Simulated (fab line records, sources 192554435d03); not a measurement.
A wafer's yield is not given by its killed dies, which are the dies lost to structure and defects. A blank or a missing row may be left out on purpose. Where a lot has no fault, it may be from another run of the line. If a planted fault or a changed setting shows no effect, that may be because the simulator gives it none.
Chamber matching || flow n5_finfet || N5_BEOL_M10_ETCH_62 on rie_diel-06: 4 sister chambers
The step etches SOC in N2/H2, target depth 110 nm, overetch 22 nm, time 165 s. 8 wafers are shown with their chamber, then 8 later ones without.

== WAFERS, EACH WITH ITS CHAMBER ==
{"wafer": "L074.2", "chamber": 2, "drypump_motor_current_A (A)": 5.9, "showerhead_plenum_p_Torr (Torr)": 2.43}
{"wafer": "L076.2", "chamber": 3, "drypump_motor_current_A (A)": 4.9, "showerhead_plenum_p_Torr (Torr)": 2.56}
{"wafer": "L076.4", "chamber": 1, "drypump_motor_current_A (A)": 5.7, "showerhead_plenum_p_Torr (Torr)": 2.65}
{"wafer": "L076.6", "chamber": 1, "drypump_motor_current_A (A)": 5.7, "showerhead_plenum_p_Torr (Torr)": 2.65}
{"wafer": "L086.1", "chamber": 0, "drypump_motor_current_A (A)": 6.8, "showerhead_plenum_p_Torr (Torr)": 2.44}
{"wafer": "L086.2", "chamber": 2, "drypump_motor_current_A (A)": 6.0, "showerhead_plenum_p_Torr (Torr)": 2.42}
{"wafer": "L086.4", "chamber": 3, "drypump_motor_current_A (A)": 4.9, "showerhead_plenum_p_Torr (Torr)": 2.56}
{"wafer": "L091.4", "chamber": 0, "drypump_motor_current_A (A)": 6.8, "showerhead_plenum_p_Torr (Torr)": 2.44}

== WAFERS MISSING THEIR CHAMBER ==
{"wafer": "L091.5", "drypump_motor_current_A (A)": 5.7, "showerhead_plenum_p_Torr (Torr)": 2.64}
{"wafer": "L091.6", "drypump_motor_current_A (A)": 6.8, "showerhead_plenum_p_Torr (Torr)": 2.44}
{"wafer": "L093.1", "drypump_motor_current_A (A)": 4.9, "showerhead_plenum_p_Torr (Torr)": 2.55}
{"wafer": "L093.4", "drypump_motor_current_A (A)": 5.7, "showerhead_plenum_p_Torr (Torr)": 2.63}
{"wafer": "L093.5", "drypump_motor_current_A (A)": 4.9, "showerhead_plenum_p_Torr (Torr)": 2.55}
{"wafer": "L094.2", "drypump_motor_current_A (A)": 4.9, "showerhead_plenum_p_Torr (Torr)": 2.55}
{"wafer": "L094.3", "drypump_motor_current_A (A)": 5.7, "showerhead_plenum_p_Torr (Torr)": 2.63}
{"wafer": "L094.4", "drypump_motor_current_A (A)": 6.9, "showerhead_plenum_p_Torr (Torr)": 2.43}

== THE CHAMBER EACH PASSED THROUGH ==
{"wafer": "L091.5", "from the rows above": 1, "in truth": 1}
{"wafer": "L091.6", "from the rows above": 0, "in truth": 0}
{"wafer": "L093.1", "from the rows above": 3, "in truth": 3}
{"wafer": "L093.4", "from the rows above": 1, "in truth": 1}
{"wafer": "L093.5", "from the rows above": 3, "in truth": 3}
{"wafer": "L094.2", "from the rows above": 3, "in truth": 3}
{"wafer": "L094.3", "from the rows above": 1, "in truth": 1}
{"wafer": "L094.4", "from the rows above": 0, "in truth": 0}
8 of 8 placed correctly. Number that these rows cannot place: 0. 0 placed wrongly.
How it was worked out, from the rows above alone: a wafer's distance from a chamber is the root of the sum, over the readings, of the square of ((its reading less the chamber's mean) divided by the reading's scatter). The wafer belongs to the nearest chamber; if the next one is less than 2 further off, it can't be placed. For every chamber, the mean is computed from those of its wafers that are shown. How the scatter is found: for the shown wafers, subtract from each reading the mean of its chamber, square and add these, divide the total by (wafers less chambers), then take the root.
